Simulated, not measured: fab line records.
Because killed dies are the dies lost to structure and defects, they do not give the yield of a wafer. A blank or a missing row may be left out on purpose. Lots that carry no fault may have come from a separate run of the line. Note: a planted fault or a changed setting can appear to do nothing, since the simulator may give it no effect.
Matching of chambers	flow n5-finfet	N5_GATE_CUT_SAC_CAP_01 on ald-sin-03: 4 sister chambers
The step material SiNx, target thk 24 nm, pulse time 1 s, ald cycles 480. 4 wafers are shown with their chamber, then 8 later ones without.

WAFERS PAIRED WITH THEIR CHAMBERS
wafer	chamber	heater-power-w (W)
L081.6	1	770
L086.2	2	865
L092.6	3	828
L094.1	0	920

WAFERS MISSING THEIR CHAMBER
wafer	heater-power-w (W)
L094.2	770
L094.3	871
L095.1	948
L095.3	894
L095.5	888
L096.1	809
L096.5	750
L096.6	919

CHAMBER TAKEN BY EACH
wafer	from the rows above	in truth
L094.2	1	1
L094.3	can't be placed: 2 or 3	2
L095.1	0	0
L095.3	can't be placed: 0 or 2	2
L095.5	can't be placed: 2 or 0 or 3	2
L096.1	can't be placed: 3 or 1 or 2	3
L096.5	1	1
L096.6	0	0
Correct placement for 4 of the 8. These rows do not allow placing 4 (true chamber among the candidates in 4). Placed wrongly: 0.
How it was worked out, from the rows above alone: a wafer's distance from a chamber is the root of the sum, over the readings, of the square of ((its reading less the chamber's mean) divided by the reading's scatter). If the next closest chamber is less than 2 further off than the closest, the wafer can't be placed; otherwise it belongs to the closest. A chamber's mean is the mean of its shown wafers. The scatter (one wafer shown for each chamber): square how far every hidden wafer sits from the nearest shown wafer, average those squares and take the square root.
